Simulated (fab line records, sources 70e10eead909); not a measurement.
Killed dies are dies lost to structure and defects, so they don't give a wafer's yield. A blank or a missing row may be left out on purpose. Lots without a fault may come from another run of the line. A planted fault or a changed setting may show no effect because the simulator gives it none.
fab line records | flow nand_harc
record lots=24 wafers=72 last_day=24
route steps=1159 shown A_CONTACT@948 A_BLC@974 A_M0@1007 A_M1@1036
lots that met no fault: from a run of the same line without faults
start_h: hours from the record's first day to the start of the lot's first wafer shown | wait_h: hours since the lot's step before | " the same as in the row above | L1.1+2: a row that stands for several wafers | - no value, or no start given | * or withheld: withheld | < > ~ a bound
route shown NAME@n: a module of which the file shows steps, and the number in the route of the first | usual: mean/standard deviation of fault-free wafers | same: alike in all rows | chamber/n: place in a boat | sites: the reading at each site | _std_site: their standard deviation | _edge_site: outer sites' mean less inner sites' | radius_mm: how far each site lies from the wafer's centre | mask NAME#n: copy n | behind: the tool/chamber that last shaped the wafer | hold: why the lot was held/for how many hours/how that ended | device: the transistor (n, p or np) that didn't switch | end of line: the same wafers' tests at the end of the route | a step without rows: its recipe alone | killed: dies lost to structure and defects at the first sort, not the wafer's yield | map: a wafer's dies, x killed, . not, _ none there
set.NAME: the setting as run; set.NAME@STEP: as run at that earlier step | model.NAME: the simulator's own value behind a step, which no gauge read
steps of the route over a sample of lots; a table a step, a row a wafer
services: from which hour (start_h, from the record's first day; less than 0 if before it) a tool's chamber was out of use, for how many hours, and why
## steps
# step NHARC_A_CONTACT_ETCH_139
# recipe source_w=withheld pressure_mtorr=20 bias_v=400 time_s=137 target_depth_a=5900 ar_flow_sccm=withheld c4f8_flow_sccm=11.5 o2_flow_sccm=7.2 chemistry=C4F8/O2/Ar
# columns lot.wafer tool chamber start_h wait_h rf_hours_counter_h
L074.1 har_cap_etch-01 1 383.62 0.1 54
L074.3 " 0 " " -
L074.6 " 1 " " -
L078.1 har_cap_etch-01 0 395.25 0.1 57
L078.4 " 1 " " -
L078.6 " 1 " " -
L075.3 har_cap_etch-03 0 396.70 0.2 -
L075.6 " 1 " " -
L075.5 " 0 " " -
L076.2 har_cap_etch-03 0 400.89 0.1 92
L076.4 " 0 " " -
L076.5 " 0 " " -
L080.2 har_cap_etch-02 1 401.24 0.1 15
L080.1 " 0 " " 15
L080.6 " 1 " " -
L079.1 har_cap_etch-01 0 404.50 0.1 59
L079.4 " 0 " " -
L079.6 " 0 " " -
L077.2 har_cap_etch-03 1 405.86 0.1 93
L077.4 " 1 " " -
L077.6 " 1 " " -
L081.2 har_cap_etch-02 0 432.49 0.1 19
L081.3 " 1 " " -
L081.4 " 0 " " -
L082.4 har_cap_etch-01 0 432.95 0.1 -
L082.3 " 1 " " -
L082.6 " 0 " " -
L083.1 har_cap_etch-02 1 441.62 0.1 21
L083.5 " 1 " " -
L083.6 " 0 " " -
L085.2 har_cap_etch-02 0 444.82 0.1 21
L085.4 " 0 " " -
L085.6 " 1 " " -
L084.1 har_cap_etch-03 1 447.69 0.1 98
L084.6 " 1 " " -
L084.5 " 0 " " -
L087.3 har_cap_etch-02 0 455.91 0.1 -
L087.4 " 1 " " -
L087.5 " 1 " " -
L088.1 har_cap_etch-01 1 473.23 0.1 69
L088.4 " 1 " " -
L088.6 " 1 " " -
L086.1 har_cap_etch-03 1 476.96 0.1 103
L086.2 " 0 " " 103
L086.3 " 0 " " -
L089.3 har_cap_etch-03 1 478.74 0.1 -
L089.4 " 0 " " -
L089.6 " 0 " " -
L090.2 har_cap_etch-03 1 485.62 0.1 106
L090.4 " 1 " " -
L090.5 " 0 " " -
L092.1 har_cap_etch-02 1 494.92 0.1 30
L092.4 " 0 " " -
L092.5 " 1 " " -
L095.2 har_cap_etch-03 0 495.91 0.1 108
L095.5 " 1 " " -
L095.6 " 0 " " -
L091.4 har_cap_etch-02 1 498.63 0.1 -
L091.3 " 0 " " -
L091.5 " 1 " " -
L094.1 har_cap_etch-03 1 501.13 0.1 108
L094.2 " 0 " " 108
L094.3 " 1 " " -
L093.1 har_cap_etch-01 1 504.78 0.1 76
L093.2 " 0 " " 76
L093.5 " 1 " " -
L096.1 har_cap_etch-03 0 521.04 0.1 112
L096.3 " 0 " " -
L096.5 " 0 " " -
L097.1 har_cap_etch-02 0 527.69 0.1 35
L097.5 " 1 " " -
L097.6 " 0 " " -
# step NHARC_A_BLC_CD_MEAS_10
# recipe target_cd_nm=100 landing_energy_ev=500
# usual cd_nm=100.0/0.65
# columns lot.wafer tool chamber start_h wait_h cd_nm
L074.1 cd_sem-02 0 392.94 - 100.8
L074.3 " 0 " " 100.0
L074.6 " 0 " " 99.8
L078.1 cd_sem-01 0 402.34 - 100.2
L078.4 " 0 " " 100.5
L078.6 " 0 " " 99.6
L075.3 cd_sem-03 0 402.75 - 99.2
L075.5 " 0 " " 100.0
L075.6 " 0 " " 99.9
L076.2 cd_sem-01 0 404.39 - 100.5
L076.4 " 0 " " 99.9
L076.5 " 0 " " 100.0
L080.1 cd_sem-02 0 404.85 - 99.4
L080.2 " 0 " " 100.2
L080.6 " 0 " " 99.8
L079.1 cd_sem-03 0 410.98 - 100.3
L079.4 " 0 " " 100.0
L079.6 " 0 " " 99.8
L077.2 cd_sem-02 0 411.96 - 100.0
L077.4 " 0 " " 100.6
L077.6 " 0 " " 100.2
L081.2 cd_sem-01 0 438.18 - 99.6
L081.3 " 0 " " 99.0
L081.4 " 0 " " 100.1
L082.3 cd_sem-02 0 438.67 - 100.5
L082.4 " 0 " " 100.9
L082.6 " 0 " " 101.0
L083.1 cd_sem-01 0 448.65 - 100.8
L083.5 " 0 " " 100.8
L083.6 " 0 " " 100.7
L085.2 cd_sem-01 0 457.98 - 100.5
L085.4 " 0 " " 100.7
L085.6 " 0 " " 100.4
L084.1 cd_sem-02 0 459.89 - 100.2
L084.5 " 0 " " 100.8
L084.6 " 0 " " 100.8
L087.3 cd_sem-03 0 466.37 - 99.9
L087.4 " 0 " " 99.4
L087.5 " 0 " " 99.1
L088.1 cd_sem-01 0 477.56 - 100.2
L088.4 " 0 " " 100.2
L088.6 " 0 " " 99.6
L086.1 cd_sem-01 0 484.04 - 100.9
L086.2 " 0 " " 99.1
L086.3 " 0 " " 100.3
L089.3 cd_sem-02 0 485.26 - 99.8
L089.4 " 0 " " 99.8
L089.6 " 0 " " 99.8
L090.2 cd_sem-01 0 493.46 - 98.5
L090.4 " 0 " " 99.5
L090.5 " 0 " " 98.8
L092.1 cd_sem-02 0 503.13 - 100.0
L092.4 " 0 " " 99.6
L092.5 " 0 " " 100.0
L095.2 cd_sem-03 0 503.47 - 99.8
L095.5 " 0 " " 99.5
L095.6 " 0 " " 99.4
L091.3 cd_sem-01 0 504.00 - 98.8
L091.4 " 0 " " 100.9
L091.5 " 0 " " 100.0
L094.1 cd_sem-01 0 504.67 - 99.7
L094.2 " 0 " " 100.8
L094.3 " 0 " " 99.3
L093.1 cd_sem-03 0 514.49 - 101.3
L093.2 " 0 " " 99.9
L093.5 " 0 " " 100.3
L096.1 cd_sem-02 0 524.76 - 100.3
L096.3 " 0 " " 99.0
L096.5 " 0 " " 99.6
L097.1 cd_sem-01 0 531.29 - 99.7
L097.5 " 0 " " 100.5
L097.6 " 0 " " 100.8
# step NHARC_A_M0_DESCUM_14
# recipe time_s=3 o2_flow_sccm=200 ar_flow_sccm=0 bias_power_w=0 chemistry=O2
# usual drypump_motor_current_A=5.8/0.42 oes_product_au=0.997/0.012 rf_vpp_V=57.9/0.92 showerhead_plenum_p_Torr=1.95/0.096 throttle_valve_pct=11.311/0.009
# columns lot.wafer tool chamber start_h wait_h drypump_motor_current_A oes_product_au rf_hours_counter_h rf_vpp_V showerhead_plenum_p_Torr throttle_valve_pct
L074.3 rie_diel-13 2 400.98 0.1 6.3 0.997 5 58.5 2.05 11.306
L074.1 " 3 " " 5.8 0.989 4 57.8 1.95 11.322
L074.6 " 3 " " 5.8 0.996 - 57.4 1.95 11.293
L078.1 rie_diel-09 1 406.61 0.1 6.0 1.013 9 57.7 2.00 11.309
L078.4 " 2 " " 6.0 0.980 8 58.3 2.05 11.303
L078.6 " 1 " " 6.0 1.000 - 58.1 2.00 11.310
L075.3 rie_diel-09 2 410.87 0.1 6.0 0.980 8 57.9 2.05 11.296
L075.5 " 1 " " 6.0 1.010 - 57.4 2.00 11.316
L075.6 " 2 " " 6.0 0.972 - 60.4 2.05 11.308
L076.4 rie_diel-06 1 411.32 0.1 5.6 0.991 11 56.6 1.81 11.310
L076.2 " 0 " " 5.4 0.979 11 55.7 1.79 11.320
L076.5 " 2 " " 5.8 0.987 - 59.5 2.02 11.299
L080.1 rie_diel-13 1 411.73 0.1 5.9 0.992 5 58.0 1.91 11.312
L080.2 " 3 " " 5.8 0.983 5 58.5 1.95 11.317
L080.6 " 1 " " 5.9 0.996 - 58.2 1.91 11.315
L079.1 rie_diel-09 2 415.26 0.1 6.0 0.978 8 58.7 2.05 11.301
L079.4 " 3 " " 5.7 1.003 10 57.7 2.06 11.320
L079.6 " 1 " " 6.0 1.009 - 57.5 2.00 11.307
L077.4 rie_diel-06 1 416.19 0.1 5.6 1.003 11 57.2 1.81 11.314
L077.2 " 3 " " 5.7 1.013 12 58.1 1.96 11.302
L077.6 " 1 " " 5.6 1.000 - 56.8 1.81 11.291
L081.4 rie_diel-13 0 442.50 0.1 4.7 1.006 7 58.3 1.89 11.326
L081.3 " 1 " " 5.9 0.996 7 59.9 1.91 11.320
L081.2 " 3 " " 5.8 0.977 7 56.6 1.95 11.315
L082.3 rie_diel-13 3 442.90 0.1 5.8 0.987 7 57.9 1.95 11.320
L082.4 " 0 " " 4.7 0.998 7 57.3 1.89 11.316
L082.6 " 3 " " 5.8 0.986 - 57.8 1.95 11.320
L083.1 rie_diel-09 0 465.21 0.1 6.2 1.000 1 56.7 1.80 11.296
L083.6 " 2 " " 6.0 0.973 - 58.1 2.05 11.295
L083.5 " 3 " " 5.8 0.993 - 58.0 2.06 11.312
L085.2 rie_diel-13 2 467.57 0.1 6.2 0.999 0 59.4 2.05 11.310
L085.4 " 0 " " 4.7 0.996 - 58.1 1.89 11.314
L085.6 " 1 " " 5.9 1.008 - 57.6 1.91 11.319
L084.1 rie_diel-09 1 476.31 0.1 6.0 1.014 2 59.3 2.00 11.307
L084.5 " 2 " " 6.0 0.966 - 58.3 2.05 11.300
L084.6 " 3 " " 5.8 1.002 - 57.2 2.06 11.323
L087.4 rie_diel-13 1 477.34 0.1 5.9 1.000 2 58.7 1.90 11.314
L087.3 " 2 " " 6.3 1.005 1 57.2 2.05 11.297
L087.5 " 1 " " 5.9 1.003 - 58.9 1.90 11.315
L088.1 rie_diel-06 1 485.03 0.1 5.6 1.010 3 56.1 1.81 11.318
L088.4 " 2 " " 5.8 0.998 4 57.0 2.02 11.306
L088.6 " 0 " " 5.4 0.989 - 58.2 1.79 11.321
L086.1 rie_diel-06 3 493.11 0.1 5.7 0.988 4 57.2 1.96 11.302
L086.2 " 0 " " 5.4 0.986 5 56.1 1.79 11.314
L086.3 " 1 " " 5.6 1.012 4 57.9 1.81 11.305
L089.4 rie_diel-13 2 494.30 0.1 6.3 0.983 2 57.2 2.05 11.320
L089.3 " 3 " " 5.8 0.989 2 57.5 1.95 11.298
L089.6 " 2 " " 6.2 0.977 - 58.0 2.05 11.323
L090.2 rie_diel-09 2 498.14 0.1 6.0 0.974 3 60.0 2.05 11.311
L090.4 " 3 " " 5.8 0.992 3 58.2 2.06 11.318
L090.5 " 2 " " 6.0 0.976 - 58.7 2.05 11.319
L092.1 rie_diel-13 1 511.47 0.1 5.9 1.011 5 57.5 1.90 11.327
L092.4 " 3 " " 5.8 0.996 4 58.5 1.95 11.320
L092.5 " 2 " " 6.3 1.001 - 57.7 2.05 11.327
L095.2 rie_diel-09 3 511.70 0.1 5.8 0.998 4 58.3 2.06 11.318
L095.5 " 2 " " 6.0 0.980 - 57.5 2.05 11.314
L095.6 " 3 " " 5.8 0.996 - 55.9 2.06 11.319
L091.3 rie_diel-09 3 512.14 0.1 5.8 1.015 4 58.0 2.06 11.304
L091.4 " 2 " " 6.0 0.986 4 57.9 2.05 11.317
L091.5 " 0 " " 6.2 1.007 - 56.8 1.80 11.313
L094.2 rie_diel-09 3 515.17 0.1 5.8 0.988 4 58.9 2.06 11.322
L094.1 " 1 " " 6.0 0.999 4 58.4 2.00 11.307
L094.3 " 2 " " 6.0 0.982 5 58.7 2.05 11.309
L093.2 rie_diel-13 2 518.95 0.1 6.3 0.987 5 57.1 2.05 11.288
L093.1 " 3 " " 5.8 0.993 4 58.6 1.95 11.314
L093.5 " 3 " " 5.8 1.000 - 58.5 1.95 11.298
L096.3 rie_diel-06 3 528.89 0.1 5.7 0.998 7 59.2 1.96 11.312
L096.1 " 1 " " 5.6 1.019 7 56.7 1.81 11.311
L096.5 " 3 " " 5.7 0.989 - 58.7 1.96 11.321
L097.1 rie_diel-06 1 539.33 0.1 5.6 1.019 8 56.2 1.81 11.303
L097.5 " 1 " " 5.6 1.016 - 56.9 1.81 11.306
L097.6 " 2 " " 5.8 0.994 - 57.6 2.02 11.301
# step NHARC_A_M0_CMP_23
# recipe t_overpolish_s=20 target_thk_nm=113.75
# usual edge_zone_pressure_frac=0.999/0.0053 motor_current_A=12.1/0.98 time_to_endpoint_s=28/3.4
# columns lot.wafer tool chamber start_h wait_h edge_zone_pressure_frac motor_current_A time_to_endpoint_s
L074.1 cmp-04 3 403.09 - 1.003 11.2 25
L074.3 " 1 " " 1.000 13.6 29
L074.6 " 0 " " 0.997 12.2 35
L078.4 cmp-01 1 408.64 - 1.000 14.0 28
L078.1 " 2 " " 0.998 12.6 32
L078.6 " 0 " " 0.998 11.7 34
L075.3 cmp-01 0 413.10 - 1.002 12.0 30
L075.6 " 1 " " 0.997 13.7 25
L075.5 " 2 " " 1.001 13.0 28
L076.2 cmp-04 1 413.38 - 1.013 13.6 26
L076.4 " 2 " " 0.990 12.1 24
L076.5 " 0 " " 1.000 11.8 31
L080.2 cmp-03 3 413.78 - 0.995 13.0 31
L080.1 " 0 " " 0.996 11.6 28
L080.6 " 3 " " 1.000 12.2 29
L079.1 cmp-03 0 417.31 - 0.990 11.6 31
L079.4 " 1 " " 1.000 10.4 27
L079.6 " 3 " " 1.004 12.7 30
L077.4 cmp-04 0 418.22 - 1.000 12.8 33
L077.2 " 1 " " 1.002 13.6 29
L077.6 " 0 " " 1.006 11.8 36
L081.4 cmp-04 2 444.63 - 0.995 12.3 26
L081.3 " 0 " " 1.004 12.2 32
L081.2 " 1 " " 0.997 13.7 26
L082.4 cmp-04 2 444.93 - 1.008 12.3 26
L082.3 " 1 " " 1.007 13.5 26
L082.6 " 2 " " 1.003 12.2 27
L083.1 cmp-01 1 467.61 - 1.006 14.1 23
L083.6 " 3 " " 0.992 12.4 28
L083.5 " 0 " " 0.994 11.9 29
L085.4 cmp-01 1 469.60 - 0.997 13.8 22
L085.2 " 0 " " 0.998 12.1 26
L085.6 " 2 " " 1.001 13.7 27
L084.1 cmp-04 0 478.29 - 0.996 12.1 35
L084.5 " 0 " " 1.002 12.2 33
L084.6 " 1 " " 0.998 13.4 29
L087.4 cmp-01 1 479.39 - 1.003 13.6 25
L087.3 " 3 " " 0.999 13.5 26
L087.5 " 0 " " 0.989 12.2 29
L088.1 cmp-04 0 487.04 - 1.000 12.0 36
L088.4 " 2 " " 1.004 12.1 29
L088.6 " 3 " " 1.007 11.2 25
L086.3 cmp-04 3 495.09 - 0.999 11.4 26
L086.1 " 0 " " 0.989 12.0 36
L086.2 " 2 " " 0.993 12.3 29
L089.3 cmp-03 1 496.33 - 0.999 10.0 31
L089.4 " 2 " " 1.004 11.2 32
L089.6 " 2 " " 1.001 10.9 31
L090.2 cmp-03 0 500.17 - 1.005 11.0 26
L090.4 " 2 " " 1.003 11.9 29
L090.5 " 0 " " 0.999 11.3 27
L092.4 cmp-04 0 513.64 - 1.000 11.7 33
L092.1 " 1 " " 0.989 13.4 26
L092.5 " 3 " " 1.005 11.1 22
L095.2 cmp-03 2 513.78 - 0.995 11.8 30
L095.6 " 1 " " 0.994 10.6 25
L095.5 " 2 " " 1.000 12.2 29
L091.3 cmp-03 1 514.31 - 0.992 10.7 29
L091.4 " 2 " " 0.987 11.7 29
L091.5 " 1 " " 0.993 10.5 29
L094.3 cmp-04 1 517.18 - 1.001 13.0 28
L094.1 " 2 " " 0.991 12.3 27
L094.2 " 0 " " 0.997 12.3 33
L093.1 cmp-01 3 520.98 - 1.008 13.0 30
L093.2 " 0 " " 1.007 11.6 32
L093.5 " 3 " " 0.998 12.8 28
L096.1 cmp-04 2 530.92 - 0.997 12.9 26
L096.3 " 1 " " 1.009 13.6 25
L096.5 " 2 " " 0.995 12.2 26
L097.1 cmp-04 1 541.43 - 0.998 13.4 28
L097.6 " 2 " " 1.015 12.1 25
L097.5 " 3 " " 0.998 11.3 22
# step NHARC_A_M1_CD_MEAS_09
# recipe target_cd_nm=120 landing_energy_ev=500
# usual cd_nm=119.7/0.48
# columns lot.wafer tool chamber start_h wait_h cd_nm
L074.1 cd_sem-01 0 404.84 - 119.9
L074.3 " 0 " " 119.6
L074.6 " 0 " " 119.8
L078.1 cd_sem-01 0 410.36 - 119.7
L078.4 " 0 " " 120.3
L078.6 " 0 " " 119.7
L075.3 cd_sem-01 0 415.01 - 120.1
L075.5 " 0 " " 119.5
L075.6 " 0 " " 120.0
L076.2 cd_sem-02 0 415.16 - 120.1
L076.4 " 0 " " 119.2
L076.5 " 0 " " 119.5
L080.1 cd_sem-01 0 415.91 - 118.7
L080.2 " 0 " " 119.8
L080.6 " 0 " " 118.9
L079.1 cd_sem-03 0 419.17 - 119.0
L079.4 " 0 " " 119.8
L079.6 " 0 " " 120.5
L077.2 cd_sem-02 0 420.24 - 119.9
L077.4 " 0 " " 119.6
L077.6 " 0 " " 120.1
L081.2 cd_sem-03 0 446.94 - 119.2
L081.3 " 0 " " 119.9
L081.4 " 0 " " 120.2
L082.3 cd_sem-03 0 447.26 - 119.7
L082.4 " 0 " " 119.4
L082.6 " 0 " " 119.7
L083.1 cd_sem-02 0 469.29 - 119.9
L083.5 " 0 " " 119.9
L083.6 " 0 " " 120.3
L085.2 cd_sem-03 0 471.48 - 119.0
L085.4 " 0 " " 119.1
L085.6 " 0 " " 119.1
L084.1 cd_sem-03 0 480.21 - 119.1
L084.5 " 0 " " 119.5
L084.6 " 0 " " 120.4
L087.3 cd_sem-03 0 481.65 - 119.2
L087.4 " 0 " " 118.5
L087.5 " 0 " " 119.8
L088.1 cd_sem-03 0 488.85 - 119.3
L088.4 " 0 " " 119.5
L088.6 " 0 " " 119.4
L086.1 cd_sem-02 0 497.06 - 119.9
L086.2 " 0 " " 120.4
L086.3 " 0 " " 120.0
L089.3 cd_sem-03 0 498.23 - 119.4
L089.4 " 0 " " 119.3
L089.6 " 0 " " 119.5
L090.2 cd_sem-02 0 502.04 - 119.8
L090.4 " 0 " " 120.0
L090.5 " 0 " " 119.6
L092.1 cd_sem-01 0 515.34 - 119.9
L092.4 " 0 " " 119.4
L092.5 " 0 " " 119.7
L095.2 cd_sem-03 0 515.64 - 120.2
L095.5 " 0 " " 120.5
L095.6 " 0 " " 119.9
L091.3 cd_sem-03 0 516.22 - 120.1
L091.4 " 0 " " 119.2
L091.5 " 0 " " 119.2
L094.1 cd_sem-03 0 519.03 - 119.3
L094.2 " 0 " " 120.2
L094.3 " 0 " " 118.8
L093.1 cd_sem-01 0 523.41 - 119.4
L093.2 " 0 " " 119.0
L093.5 " 0 " " 120.2
L096.1 cd_sem-02 0 532.79 - 121.0
L096.3 " 0 " " 119.4
L096.5 " 0 " " 120.6
L097.1 cd_sem-02 0 543.22 - 119.8
L097.5 " 0 " " 119.6
L097.6 " 0 " " 119.7
# step NHARC_A_M1_OVL_MEAS_10
# recipe pitch_nm=240
# usual overlay_x_nm=0.1/0.89 overlay_y_nm=0.2/1.1
# columns lot.wafer tool chamber start_h wait_h overlay_x_nm overlay_y_nm
L074.1 overlay-02 - 404.92 - 0.4 -0.2
L074.3 " - " " -0.2 -0.6
L074.6 " - " " 0.4 -0.4
L078.1 overlay-01 - 410.45 - 0.3 1.6
L078.4 " - " " 0.5 1.2
L078.6 " - " " 0.4 1.1
L075.3 overlay-01 - 415.09 - -1.8 -1.1
L075.5 " - " " -1.5 -0.9
L075.6 " - " " -1.2 -0.7
L076.2 overlay-01 - 415.24 - 0.8 0.8
L076.4 " - " " 0.9 1.5
L076.5 " - " " 0.9 1.5
L080.1 overlay-01 - 415.99 - -1.3 -0.1
L080.2 " - " " -1.5 0.6
L080.6 " - " " -1.4 -0.4
L079.1 overlay-02 - 419.26 - 0.8 1.4
L079.4 " - " " 1.2 1.8
L079.6 " - " " 1.0 1.6
L077.2 overlay-02 - 420.32 - 0.3 0.0
L077.4 " - " " 0.2 0.0
L077.6 " - " " 0.4 0.5
L081.2 overlay-02 - 447.04 - 0.8 -2.7
L081.3 " - " " 0.2 -2.7
L081.4 " - " " -0.1 -2.4
L082.3 overlay-01 - 447.35 - 1.0 -0.4
L082.4 " - " " 0.8 -0.5
L082.6 " - " " 1.1 -0.7
L083.1 overlay-01 - 469.39 - 1.6 0.2
L083.5 " - " " 1.2 0.5
L083.6 " - " " 1.2 0.2
L085.2 overlay-02 - 471.57 - -0.1 0.7
L085.4 " - " " 0.0 0.9
L085.6 " - " " 0.0 0.7
L084.1 overlay-01 - 480.30 - 1.0 -0.2
L084.5 " - " " 0.4 -0.1
L084.6 " - " " 0.4 -0.2
L087.3 overlay-01 - 481.73 - -0.8 -0.2
L087.4 " - " " -0.1 0.1
L087.5 " - " " -0.2 0.5
L088.1 overlay-02 - 488.94 - -0.2 0.1
L088.4 " - " " 0.1 0.8
L088.6 " - " " -0.1 0.7
L086.1 overlay-02 - 497.15 - 1.8 1.2
L086.2 " - " " 1.6 1.0
L086.3 " - " " 1.4 1.0
L089.3 overlay-02 - 498.33 - 0.1 1.0
L089.4 " - " " 0.0 0.6
L089.6 " - " " 0.4 0.6
L090.2 overlay-01 - 502.12 - 0.2 1.3
L090.4 " - " " 0.6 1.0
L090.5 " - " " 0.5 1.6
L092.1 overlay-02 - 515.43 - 1.0 -0.1
L092.4 " - " " 1.3 -0.3
L092.5 " - " " 1.3 -0.6
L095.2 overlay-01 - 515.73 - -1.0 1.6
L095.5 " - " " -0.1 1.5
L095.6 " - " " -0.1 1.6
L091.3 overlay-01 - 516.30 - -0.9 -1.2
L091.4 " - " " -0.7 -1.7
L091.5 " - " " -1.3 -0.4
L094.1 overlay-02 - 519.11 - 0.1 -0.3
L094.2 " - " " -0.7 0.2
L094.3 " - " " -0.8 -0.8
L093.1 overlay-02 - 523.51 - -1.4 0.6
L093.2 " - " " -1.4 1.3
L093.5 " - " " -1.6 0.4
L096.1 overlay-02 - 532.88 - -0.2 -1.2
L096.3 " - " " -0.4 -1.8
L096.5 " - " " -0.3 -1.4
L097.1 overlay-02 - 543.31 - 0.3 1.8
L097.5 " - " " 0.4 1.5
L097.6 " - " " 0.9 1.4
## services
# columns tool chamber start_h hours kind
rie_diel-06 2 367.39 9.9 repair
har_cap_etch-02 - 368.54 2.2 repair
rie_diel-09 3 371.55 1.4 repair
rie_diel-13 0 373.37 1.5 repair
cmp-01 - 376.98 4.0 pm
rie_diel-13 - 385.92 1.1 repair
rie_diel-09 - 395.36 0.7 repair
cmp-04 - 404.49 4.0 pm
cmp-03 - 417.89 2.9 repair
rie_diel-06 - 418.20 9.0 pm
rie_diel-13 1 424.35 4.3 repair
cmp-04 - 427.60 0.5 repair
cmp-03 - 428.59 59.3 repair
rie_diel-09 - 431.36 9.0 pm
cmp-04 - 432.93 5.5 repair
rie_diel-06 3 435.49 3.0 repair
rie_diel-13 2 446.51 4.8 repair
rie_diel-13 - 453.00 9.0 pm
rie_diel-09 0 460.45 2.6 repair
rie_diel-13 3 467.45 2.9 repair
cmp-04 - 502.49 4.0 pm
rie_diel-13 1 503.82 4.6 repair
cmp-04 - 513.01 0.3 repair
rie_diel-09 2 539.05 4.9 repair
## key
fault none
